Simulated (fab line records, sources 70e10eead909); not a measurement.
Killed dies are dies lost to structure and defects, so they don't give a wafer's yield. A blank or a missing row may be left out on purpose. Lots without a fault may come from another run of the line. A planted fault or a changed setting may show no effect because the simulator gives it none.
A struck lot beside a sound one | flow nand_harc | 40 steps out of a route of 1302
Sound: wafers L431.1, L431.3, L431.6. Struck: wafers L439.1, L439.4, L439.5. The cause comes at the end.
At each step with rows: each side's tool, then ch and its chambers, then its first start. Under that, the readings that differ: sound wafers | struck wafers | difference of the means | sigmas: that difference in standard deviations of wafers without a fault.
alike: readings whose means differ by less than 2 such deviations, and words and numbers that are the same on both sides. not compared: withheld readings, readings that some wafer has no value for, bounds like >300 that may hide the same value, and numbers for which the record gives no deviation and whose values overlap.
The two part at a step that has a row with sigmas, a row that says differs or no value, or rows on one side only. Numbers that don't overlap but have no deviation are shown without sigmas and don't part them. A reading that every wafer of one side lacks parts them only if that side has two wafers or more.

first, 7 steps without rows for these wafers: NHARC_P_GATE_HMDS_84 (time 30 s); NHARC_P_GATE_COAT_85; NHARC_P_GATE_SOFTBAKE_86 (time 95 s); NHARC_P_GATE_EBR_87; NHARC_P_GATE_EXPOSE_88 (exposes mask P HVN, target cd 2000 nm); NHARC_P_GATE_PEB_89 (peb time 85 s); NHARC_P_GATE_DEVELOP_90 (time 70 s).
NHARC_P_GATE_CD_MEAS_91: target cd 2000 nm.
  sound on cd_sem-01 ch 0, day 6 07:01; struck on cd_sem-01 ch 0, day 9 16:40
  alike: cd_nm
then, 1 step without rows for these wafers: NHARC_P_GATE_HARDBAKE_92 (time 80 s).
NHARC_P_GATE_DESCUM_93: chemistry O2, time 3 s.
  sound on rie_diel-12 ch 0,1, day 6 07:10; struck on rie_diel-05 ch 1,2, day 9 16:49
  alike: drypump_motor_current_A, oes_product_au, rf_vpp_V, showerhead_plenum_p_Torr, throttle_valve_pct
  not compared: rf_hours_counter_h
then, 2 steps without rows for these wafers: NHARC_P_GATE_IMPLANT_94; NHARC_P_GATE_STRIP_113 (strips in N2/H2, time 740 s).
NHARC_P_GATE_STRIP_95: strips in O2.
  sound on plasma_asher-01 ch 0,1, day 6 08:16; struck on plasma_asher-02 ch 0, day 9 17:55
  alike: drypump_motor_current_A, heater_power_w
  not compared: rf_hours_counter_h
then, 3 steps without rows for these wafers: NHARC_P_GATE_STRIP_96 (strips in SPM, time 900 s); NHARC_P_GATE_RTA_64 (time 1 s); NHARC_P_GATE_ETCH_77 (etches SiO2 in dHF, target depth 6 nm).
NHARC_P_GATE_DEGAS_109: time 60 s.
  sound on pvd_sputter-03, day 6 09:11; struck on pvd_sputter-02, day 9 18:47
  alike: heater_power_w
then, 3 steps without rows for these wafers: NHARC_P_GATE_PRE_CLEAN_110 (time 30 s); NHARC_P_GATE_SPUTTER_78 (material Ni, target thk 10 nm); NHARC_P_GATE_SPUTTER_79 (material TiN, target thk 10 nm).
NHARC_P_GATE_RTA_80: time 30 s.
  sound on rtp_anneal-02 ch 0, day 6 09:28; struck on rtp_anneal-02 ch 0, day 9 19:04
  alike: anneal_temp_c_max, wafer_temp_C_max
then, 2 steps without rows for these wafers: NHARC_P_GATE_STRIP_67 (strips in SPM, time 600 s); NHARC_P_GATE_RTA_82 (time 30 s).
NHARC_P_GATE_INSPECT_68:
  sound on defect_inspect-01, day 6 10:07; struck on defect_inspect-02, day 9 19:54
  reading          | sound       | struck      | difference | sigmas
  raw_defect_count | 189 221 207 | 346 459 391 | +193       | +3
  not compared: hold
NHARC_P_CONTACT_DEP_00: deposits SiO2, target thk 500 nm.
  sound on pecvd-02 ch 1,2; struck on pecvd-02 ch 1,2
  alike: heater_power_w, throttle_valve_pct
NHARC_P_CONTACT_CMP_01: polishes SiO2, target thk 200 nm.
  sound on cmp-02 ch 1,2,3, day 6 10:54; struck on cmp-02 ch 0,2,3, day 10 02:37
  alike: motor_current_A
then, 11 steps without rows for these wafers: NHARC_P_CONTACT_SRD_03; NHARC_P_CONTACT_DEHYDRATE_04 (time 120 s); NHARC_P_CONTACT_HMDS_05 (time 30 s); NHARC_P_CONTACT_COAT_33 (time 75 s); NHARC_P_CONTACT_COAT_34 (time 65 s); NHARC_P_CONTACT_COAT_06 (resist thk 90 nm); NHARC_P_CONTACT_SOFTBAKE_07 (time 55 s); NHARC_P_CONTACT_EBR_08; NHARC_P_CONTACT_EXPOSE_09 (exposes mask P CA, target cd 90 nm); NHARC_P_CONTACT_PEB_10 (peb time 65 s); NHARC_P_CONTACT_DEVELOP_11 (develop time 35 s).
NHARC_P_CONTACT_CD_MEAS_12: target cd 90 nm.
  sound on cd_sem-03 ch 0, day 6 12:10; struck on cd_sem-02 ch 0, day 10 03:19
  alike: cd_nm
NHARC_P_CONTACT_OVL_MEAS_13:
  sound on overlay-02, day 6 12:15; struck on overlay-01, day 10 03:25
  reading           | sound          | struck      | difference | sigmas
  overlay_x_nm (nm) | -1.1 -0.5 -0.3 | 1.3 1.1 1.1 | +1.8       | +2
  alike: overlay_y_nm
then, 1 step without rows for these wafers: NHARC_END_SORT_01.

WHERE THEY PART
First at NHARC_P_GATE_INSPECT_68; last, within this record, at NHARC_P_CONTACT_OVL_MEAS_13.

WHY: what the simulator had put in
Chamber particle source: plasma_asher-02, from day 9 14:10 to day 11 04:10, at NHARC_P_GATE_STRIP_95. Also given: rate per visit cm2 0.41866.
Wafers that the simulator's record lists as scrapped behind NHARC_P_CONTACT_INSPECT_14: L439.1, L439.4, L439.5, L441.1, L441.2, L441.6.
